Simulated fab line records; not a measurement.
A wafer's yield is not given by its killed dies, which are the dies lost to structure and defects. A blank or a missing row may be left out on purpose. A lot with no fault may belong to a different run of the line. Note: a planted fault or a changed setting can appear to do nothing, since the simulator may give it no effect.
Comparing a struck lot with a sound one + flow n5Finfet + 15 steps out of a route of 1938
Sound: these wafers, L498.1, L498.3, L498.4. Struck: wafer L506.2 (left out: L506.3, L506.6 of the same lot, which were not struck); the cause appears at the end.
At each step with rows: each side's tool, then ch and its chambers, then its first start. Under that, the readings that differ: sound wafers + struck wafers + difference of the means + sigmas: that difference in standard deviations of wafers without a fault.
alike: same words and numbers on both sides, and readings whose means sit less than 2 such deviations apart. not compared: any withheld reading, any reading some wafer has no value for, any bound like >300 that may hide the same value, and any number with overlapping values for which the record gives no deviation.
A row with sigmas, a row that says differs or no value, or rows on one side alone: a step with any of these is where the two part. Non-overlapping numbers with no deviation appear without sigmas and do not part them. A reading missing from all wafers of one side parts the sides only when that side holds two or more wafers.

N5_BEOL_M1_SPUTTER_92: material Cu, target thk 4.5 nm, time 8.29 s.
  sound: pvdSputter-01 at day 10 01:09; struck: pvdSputter-02 at day 11 20:22
  alike: susceptorTempC, throttleValvePct
then, 2 steps without rows for these wafers: N5_BEOL_M1_ANNEAL_93 (time 240 s); N5_BEOL_M1_SPUTTER_94 (material Cu, target thk 4.5 nm, time 8.29 s).
N5_BEOL_M1_ANNEAL_95: time 240 s.
  sound: pvdSputter-01 at day 10 01:27; struck: pvdSputter-02 at day 11 20:40
  alike: heaterPowerW, susceptorTempC, susceptor_temp_C_max
N5_BEOL_M1_SPUTTER_96: material Cu, target thk 4.5 nm, time 8.29 s.
  sound: pvdSputter-01 at day 10 01:35; struck: pvdSputter-02 at day 11 20:48
  alike: susceptorTempC, throttleValvePct
then, 3 steps without rows for these wafers: N5_BEOL_M1_ECD_50 (material Cu, target thk 300 nm); N5_BEOL_M1_ANNEAL_51 (time 90 s); N5_BEOL_M1_CMP_52 (polishes, stops on SiOC, t overpolish 6.8 s, target thk 40 nm).
N5_BEOL_M1_THK_MEAS_53: measures by xrf.
  sound: filmMetro-02 at day 10 02:22; struck: filmMetro-02 at day 11 21:35
  alike: M1_THK
N5_BEOL_M1_PRE_CLEAN_60: time 15 s.
  sound on cvdCo-01 ch 1,2, day 10 02:25; struck on cvdCo-01 ch 1, day 11 21:37
  alike: heaterPowerW
  not compared: susceptorTempC
N5_BEOL_M1_CO_CAP_55: material Co, precursor CCTBA/H2, target thk 2 nm, time 102.1 s.
  sound on cvdCo-01 ch 1,2, day 10 02:27; struck on cvdCo-01 ch 1, day 11 21:41
| reading            | sound                | struck | difference | sigmas |
|--------------------|----------------------|--------|------------|--------|
| susceptorTempC (C) | 199.68 200.25 199.57 | 200.26 | +0.43      | +3     |
  alike: heaterPowerW
then, 1 step without rows for these wafers: N5_BEOL_M1_PRE_CLEAN_56 (time 15 s).
N5_BEOL_M1_DEP_57: deposits SiCN from 3MS/NH3, target thk 8 nm, time 14 s.
  sound on pecvd-01 ch 0,1,2, day 10 02:34; struck on pecvd-01 ch 0, day 11 21:50
| reading                                 | sound   | struck | difference | sigmas |
|-----------------------------------------|---------|--------|------------|--------|
| model.SiCN_of_BEOL_M1_DEP_57.thkNm (nm) | 7.8 8 8 | 6.4    | -1.5       |        |
  alike: showerheadPlenumPTorr, throttleValvePct
N5_BEOL_M1_RS_MEAS_58: the measuring method here is four-point-probe.
  sound: filmMetro-02 at day 10 02:38; struck: filmMetro-02 at day 11 21:54
  alike: M1_RS
-- a jump in the record: the struck wafers' starts before and after are 3 days apart (it breaks off in module BEOL_M1 and resumes in module BEOL_M4, where the first step shown is number 1111 of the route) --
N5_BEOL_M4_RC_MEAS_101:
  sound on prober-01 ch 0, day 13 02:20; struck on prober-01 ch 0, day 15 08:47
| reading        | sound             | struck | difference | sigmas |
|----------------|-------------------|--------|------------|--------|
| IOFF_P (nA/um) | 0.240 0.242 0.281 | 0.203  | -0.051     | -2     |
| SS_N (mV/dec)  | 72.1 72.2 72.2    | 71.0   | -1.2       | -2     |
  alike: DIBL_N, DIBL_P, IOFF_N, ION_N, ION_P, SS_P, VT_N, VT_P

## WHERE THEY PART
At N5_BEOL_M1_CO_CAP_55 first; at N5_BEOL_M4_RC_MEAS_101 last (within this record only).

WHY: whatever the simulator had introduced
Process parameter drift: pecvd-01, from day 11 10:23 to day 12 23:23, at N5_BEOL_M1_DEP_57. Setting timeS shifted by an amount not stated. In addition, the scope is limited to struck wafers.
